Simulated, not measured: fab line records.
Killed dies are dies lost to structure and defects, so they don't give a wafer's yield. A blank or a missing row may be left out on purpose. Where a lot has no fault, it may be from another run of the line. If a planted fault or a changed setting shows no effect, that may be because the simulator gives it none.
Comparing a struck lot with a sound one ; flow n5-finfet ; 16 steps out of a route of 1938
Sound: wafers L726.1, L726.2, L726.3. Struck: wafers L741.1, L741.5 (left out: L741.3, a lot-mate that was not struck); the cause follows at the end.
Each step with rows lists, per side, the tool, then ch with its chambers, then its first start. Under that, the readings that differ: sound wafers ; struck wafers ; difference of the means ; sigmas: that difference in standard deviations of wafers without a fault.
alike: a reading whose means differ by less than 2 such deviations, as well as words and numbers matching on both sides. not compared: withheld readings; readings where some wafer has no value; bounds like >300 that might hide an equal value; numbers whose values overlap and for which the record gives no deviation.
Wherever a step has rows on one side only, a row that says differs or no value, or a row with sigmas, the two part there. Numbers that don't overlap but have no deviation are shown without sigmas and don't part them. A reading missing from all wafers of one side parts the sides only when that side holds two or more wafers.

first, 4 steps without rows for these wafers: N5_BEOL_M11_HM_STRIP_39 (strips TiN in peroxide tin strip, target depth 25 nm, time 158 s); N5_BEOL_M11_SRD_40 (time 30 s); N5_BEOL_M11_PRECLEAN_42 (cleans in residue remover, time 60 s); N5_BEOL_M11_SRD_43 (time 30 s).
N5_BEOL_M11_CD_MEAS_35 targets a cd of 70 nm.
  struck on cd-sem-02, day 16 17:41; sound on cd-sem-02, day 13 23:37
  alike: cd-nm
then, 1 step without rows for these wafers: N5_BEOL_M11_CURE_72 (cures SiCOH lowk, time 120 s).
N5_BEOL_M11_DEGAS_44: time 60 s.
  struck on pvd-sputter-02, day 16 18:04; sound on pvd-sputter-03, day 14 00:20
  alike: heater-power-w
N5_BEOL_M11_PRE_CLEAN_45: time 30 s.
  struck on pvd-sputter-02, day 16 18:07; sound on pvd-sputter-03, day 14 00:22
  alike: heater-power-w
N5_BEOL_M11_ALD_74: deposits TaN, target thk 2 nm, pulse time 2 s, purge time 3 s.
  sound on ald-metal-03 ch 0,1,2, day 14 00:40; struck on ald-metal-01 ch 1,3, day 16 18:11
  alike: heater-power-w
  not compared: since-wet-clean-h
then, 2 steps without rows for these wafers: N5_BEOL_M11_SURFACE_TREAT_76; N5_BEOL_M11_CVD_75 (deposits Co from CCTBA/H2, target thk 2 nm, time 138.9 s).
N5_BEOL_M11_SPUTTER_48: material Cu, target thk 12 nm, time 2 s.
  struck on pvd-sputter-01, day 16 20:41; sound on pvd-sputter-03, day 14 01:23
reading;sound;struck;difference;sigmas
substrate-temp-c (C);-19.74 -20.06 -19.88;-20.11 -20.18;-0.25;-3
  alike: chuck-gas-flow-sccm, throttle-valve-pct
N5_BEOL_M11_ECD_50: material Cu, target thk 318 nm.
  sound on ecd-cu-02 ch 0,1, day 14 01:31; struck on ecd-cu-01 ch 0, day 16 20:48
reading;sound;struck;difference;sigmas
model.Cu_of_BEOL_M11_ECD_50.thk-nm (nm);320.6 318.4 321.4;215.6 219.2;-102.7;
N5_BEOL_M11_ANNEAL_51: time 90 s.
  sound on rtp-anneal-02 ch 0, day 14 01:37; struck on rtp-anneal-01 ch 0, day 16 20:55
  alike: wafer_temp_C_max
N5_BEOL_M11_CMP_52: polishes, stops on SiCOH lowk, t overpolish 7 s, target thk 140 nm.
  sound on cmp-03 ch 0,2,3, day 14 02:04; struck on cmp-04 ch 2,3, day 16 21:29
reading;sound;struck;difference;sigmas
time-to-endpoint-s (s);69.6 66.2 65.6;46.1 43.2;-22.5;-9
  alike: clearing-platen-down-force-psi, motor-current-A
N5_BEOL_M11_THK_MEAS_53: measures by xrf.
  struck on film-metro-01, day 16 21:46; sound on film-metro-01, day 14 02:21
  alike: M11_THK

WHERE THEY PART
Last at N5_BEOL_M11_CMP_52 as far as this record goes, first at N5_BEOL_M11_SPUTTER_48. Later steps at which nothing parts them and some readings are alike: N5_BEOL_M11_THK_MEAS_53.

WHY: the cause the simulator had injected
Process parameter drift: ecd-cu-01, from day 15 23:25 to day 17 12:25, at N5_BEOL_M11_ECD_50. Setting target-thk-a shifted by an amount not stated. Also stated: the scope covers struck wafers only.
